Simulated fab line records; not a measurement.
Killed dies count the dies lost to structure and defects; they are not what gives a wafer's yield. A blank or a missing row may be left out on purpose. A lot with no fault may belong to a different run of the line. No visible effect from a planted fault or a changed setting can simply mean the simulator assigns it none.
A struck lot beside a sound one + flow nandHarc + 14 steps out of a route of 1302
Sound: wafers L592.1, L592.3, L592.6. Struck: wafer L604.3. (L604.2, L604.4 of the same lot were not struck and are left out.) The cause comes at the end.
Per side, at each step with rows, come the tool, then ch with its chambers, and then its first start. Under that, the readings that differ: sound wafers + struck wafers + difference of the means + sigmas: that difference in standard deviations of wafers without a fault.
alike: readings with means less than 2 such deviations apart, plus words and numbers identical on both sides. not compared: withheld readings, readings lacking a value on some wafer, bounds such as >300 that could conceal the same value, and numbers that have no deviation in the record and whose values overlap.
Wherever a step has rows on one side only, a row that says differs or no value, or a row with sigmas, the two part there. Non-overlapping numbers with no deviation appear without sigmas and do not part them. A reading that every wafer of one side lacks parts them only if that side has two wafers or more.

first, 1 step without rows for these wafers: NHARC_A_STAIRCASE_ETCH_13 (etches the open film in C4F8/O2, target depth 100 nm, time 40.5 s).
NHARC_A_STAIRCASE_TRIM_14: chemistry O2, time 211.2 s.
  sound: rieDiel-12 ch 1,2,3; struck: rieDiel-07 ch 3
| reading                  | sound       | struck | difference | sigmas |
|--------------------------|-------------|--------|------------|--------|
| drypumpMotorCurrentA (A) | 5.8 6.0 5.6 | 4.9    | -0.9       | -3     |
  alike: oesProductAu, rfVppV, runLengthS, showerheadPlenumPTorr, throttleValvePct
  not compared: rfHoursCounterH
then, 6 steps without rows for these wafers: NHARC_A_STAIRCASE_ETCH_15 (etches the open film in C4F8/O2, target depth 100 nm, time 40.5 s); NHARC_A_STAIRCASE_TRIM_16 (chemistry O2, time 211.2 s); NHARC_A_STAIRCASE_ETCH_17 (etches the open film in C4F8/O2, target depth 100 nm, time 40.5 s); NHARC_A_STAIRCASE_TRIM_18 (chemistry O2, time 211.2 s); NHARC_A_STAIRCASE_ETCH_19 (etches the open film in C4F8/O2, target depth 100 nm, time 40.5 s); NHARC_A_STAIRCASE_TRIM_20 (chemistry O2, time 211.2 s).
NHARC_A_STAIRCASE_ETCH_21: etches the open film in C4F8/O2, target depth 100 nm, time 40.5 s.
  sound: rieDiel-12 ch 0,1,2; struck: rieDiel-07 ch 3
  alike: oesProductAu, rfVppV
  not compared: rfHoursCounterH
NHARC_A_STAIRCASE_TRIM_22: chemistry O2, time 211.2 s.
  sound: rieDiel-12 ch 1,3; struck: rieDiel-07 ch 1
  alike: drypumpMotorCurrentA, oesProductAu, rfVppV, runLengthS, showerheadPlenumPTorr, throttleValvePct
  not compared: rfHoursCounterH
NHARC_A_STAIRCASE_ETCH_23: etches the open film in C4F8/O2, target depth 100 nm, time 40.5 s.
  sound: rieDiel-12 ch 0,1,3; struck: rieDiel-07 ch 2
| reading             | sound             | struck | difference | sigmas |
|---------------------|-------------------|--------|------------|--------|
| oesProductAu (a.u.) | 0.938 0.934 0.941 | 0.970  | +0.032     | +2     |
  alike: rfVppV
  not compared: rfHoursCounterH
NHARC_A_STAIRCASE_TRIM_24: chemistry O2, time 211.2 s.
  sound on rieDiel-12 ch 1,2, day 16 12:17; struck on rieDiel-07 ch 0, day 20 14:43
| reading        | sound             | struck | difference | sigmas |
|----------------|-------------------|--------|------------|--------|
| runLengthS (s) | 231.6 233.0 231.6 | 172.8  | -59.3      | -97    |
  alike: drypumpMotorCurrentA, oesProductAu, rfVppV, showerheadPlenumPTorr, throttleValvePct
  not compared: rfHoursCounterH
NHARC_A_STAIRCASE_ETCH_25: etches the open film in C4F8/O2, target depth 100 nm, time 40.5 s.
  sound: rieDiel-12 ch 0,2; struck: rieDiel-07 ch 0
  alike: oesProductAu, rfVppV
  not compared: rfHoursCounterH
-- the record jumps here: 9 days lie between the struck wafers' starts before and after (it left off in module A_STAIRCASE and takes up again in module END, whose first step shown is number 1302 of the route) --
NHARC_END_SORT_01:
  the record has rows for the struck wafers here (prober-02 ch 0, day 29 13:41) and none for the sound ones

WHERE THEY PART
Earliest at NHARC_A_STAIRCASE_TRIM_14; latest, in this record, at NHARC_END_SORT_01.

WHY: what had been put in by the simulator
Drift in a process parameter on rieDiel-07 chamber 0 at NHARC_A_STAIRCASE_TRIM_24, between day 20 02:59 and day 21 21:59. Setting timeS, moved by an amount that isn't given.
